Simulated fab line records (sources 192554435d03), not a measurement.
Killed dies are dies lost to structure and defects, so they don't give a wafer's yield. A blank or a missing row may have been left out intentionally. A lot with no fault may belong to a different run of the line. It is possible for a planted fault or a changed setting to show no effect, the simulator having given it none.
A struck lot beside a sound one    flow n5 finfet    40 steps out of a route of 1938
Sound: these wafers, L126.4, L126.5, L126.6. Struck: wafers L140.1, L140.4 (left out: L140.5, a lot-mate that was not struck); the cause follows at the end.
Order at every step that has rows: each side's tool, ch and its chambers, its first start. Under that, the readings that differ: sound wafers    struck wafers    difference of the means    sigmas: that difference in standard deviations of wafers without a fault.
alike: readings with means less than 2 such deviations apart, plus words and numbers identical on both sides. not compared: withheld readings, readings lacking a value on some wafer, bounds such as >300 that could conceal the same value, and numbers that have no deviation in the record and whose values overlap.
A row with sigmas, a row that says differs or no value, or rows on one side alone: a step with any of these is where the two part. Non-overlapping numbers with no deviation appear without sigmas and do not part them. A reading that every wafer of one side lacks parts them only if that side has two wafers or more.

first, 12 steps without rows for these wafers: N5_HKMG_FIN_STRIP_93 (strips SOC in N2/H2, time 20 s); N5_HKMG_FIN_WET_ETCH_76 (etches Al2O3 in dNH4OH, stops on La2O3, target depth 2.25 nm, rinse time 30 s); N5_HKMG_FIN_STRIP_60 (strips in N2/H2, time 360 s); N5_HKMG_FIN_WET_ETCH_77 (etches La2O3 in dHCl, stops on HfO2, target depth 2 nm); N5_HKMG_FIN_WET_ETCH_78 (etches Al2O3 in dNH4OH, stops on La2O3, target depth 4.5 nm, rinse time 30 s); N5_HKMG_FIN_ALD_79 (deposits TiN, target thk 1.5 nm, pulse time 1 s, purge time 3 s); N5_HKMG_FIN_CVD_62 (deposits a-Si from Si2H6, target thk 3 nm, time 20.8 s); N5_HKMG_FIN_RTA_80 (time 2 s); N5_HKMG_FIN_PRECLEAN_64 (cleans in dHF, time 30 s); N5_HKMG_FIN_WET_ETCH_65 (etches a-Si in TMAH, stops on TiN, time 49 s, target depth 3 nm); N5_HKMG_FIN_WET_ETCH_81 (etches TiN in SC1, stops on HfO2, time 57 s, target depth 6 nm); N5_HKMG_FIN_WET_ETCH_82 (etches La2O3 in dHCl, stops on HfO2, target depth 2 nm, rinse time 30 s).
N5_HKMG_FIN_ALD_36: deposits TiN, target thk 1 nm, pulse time 1 s, purge time 3 s.
  sound on ald metal-01 ch 0,1, day 4 07:23; struck on ald metal-01 ch 1,2, day 7 19:47
reading     sound     struck  difference  sigmas
ald cycles  47 47 47  38 38   -9          
  alike: chamber pressure Torr, heater power w, precursor pulse height rel
then, 25 steps without rows for these wafers: N5_HKMG_FIN_PWFM_ALD_03 (deposits TiN, target thk 2 nm, pulse time 1 s, purge time 3 s); N5_HKMG_FIN_COAT_29 (time 60 s, resist thk 300 nm); N5_HKMG_FIN_COAT_30 (time 60 s, resist thk 35 nm); N5_HKMG_FIN_COAT_06 (resist thk 90 nm); N5_HKMG_FIN_EBR_08; N5_HKMG_FIN_SOFTBAKE_07 (time 60 s); N5_HKMG_FIN_EXPOSE_09 (exposes mask NWFM); N5_HKMG_FIN_PEB_10 (peb time 60 s); N5_HKMG_FIN_DEVELOP_11 (develop time 30 s); N5_HKMG_FIN_DESCUM_17 (chemistry O2, time 7.9 s); N5_HKMG_FIN_ETCH_31 (etches SiARC in CF4, target depth 45.5 nm, time 75.8 s); N5_HKMG_FIN_ETCH_32 (etches SOC in N2/H2, target depth 240 nm, time 300 s); N5_HKMG_FIN_STRIP_33 (strips in N2/H2); N5_HKMG_FIN_STRIP_34 (strips in CF4); N5_HKMG_FIN_ETCH_35 (etches SOC in N2/H2, target depth 215.8 nm, time 243.4 s); N5_HKMG_FIN_STRIP_92 (strips SOC in N2/H2, time 20 s); N5_HKMG_FIN_WET_ETCH_18 (etches TiN in SC1, time 55 s, target depth 5.2 nm, rinse time 30 s); N5_HKMG_FIN_STRIP_19 (strips in N2/H2, time 360 s); N5_HKMG_FIN_ALD_91 (deposits TiN, target thk 1 nm, pulse time 1 s, purge time 3 s); N5_HKMG_FIN_COAT_85 (time 60 s, resist thk 300 nm); N5_HKMG_FIN_ETCH_86 (etches SOC in N2/H2, stops on TiN, target depth 393.2 nm); N5_HKMG_FIN_STRIP_89 (strips SOC in N2/H2, time 20 s); N5_HKMG_FIN_WET_ETCH_87 (etches TiN in SC1, time 154.2 s, target depth 4.7 nm, rinse time 30 s); N5_HKMG_FIN_STRIP_88 (strips in N2/H2, time 360 s); N5_HKMG_FIN_NWFM_ALD_20 (deposits TiAlC, target thk 2 nm, pulse time 3 s, purge time 2 s).
-- a jump in the record: the struck wafers' starts before and after are 4 days apart (it breaks off in module HKMG_FIN and resumes in module BEOL_M4, where the first step shown is number 1111 of the route) --
N5_BEOL_M4_RC_MEAS_101:
  sound on prober-02 ch 0, day 8 03:07; struck on prober-01 ch 0, day 11 20:12
reading         sound                 struck         difference  sigmas
IOFF_P (nA/um)  0.27 0.23 0.20        0.18 0.14      -0.07       -2
ION_P (uA/um)   461 455 468           449 444        -15         -2
VT_P (mV)       -249 -249 -250        -257 -256      -7          -2
VT_P_LONG (mV)  -275.7 -278.6 -274.9  -281.3 -284.0  -6.2        -2
VT_P_LVT (mV)   -96.8 -98.9 -99.5     -104.8 -108.6  -8.3        -3
  alike: DIBL_N, DIBL_P, IOFF_N, ION_N, SS_N, SS_P, VT_N
-- record jumps: 5 days separate the struck wafers' starts on either side; left off in module BEOL_M4, taken up again in module PASSIVATION, whose first shown step is the route's number 1936 --
N5_PASSIVATION_PROBE_49:
  only the struck wafers here have rows in the record (prober-01, day 16 21:01); the sound ones have none

## WHERE THEY PART
First at N5_BEOL_M4_RC_MEAS_101; last, within this record, at N5_PASSIVATION_PROBE_49.

WHY: what the simulator had put in
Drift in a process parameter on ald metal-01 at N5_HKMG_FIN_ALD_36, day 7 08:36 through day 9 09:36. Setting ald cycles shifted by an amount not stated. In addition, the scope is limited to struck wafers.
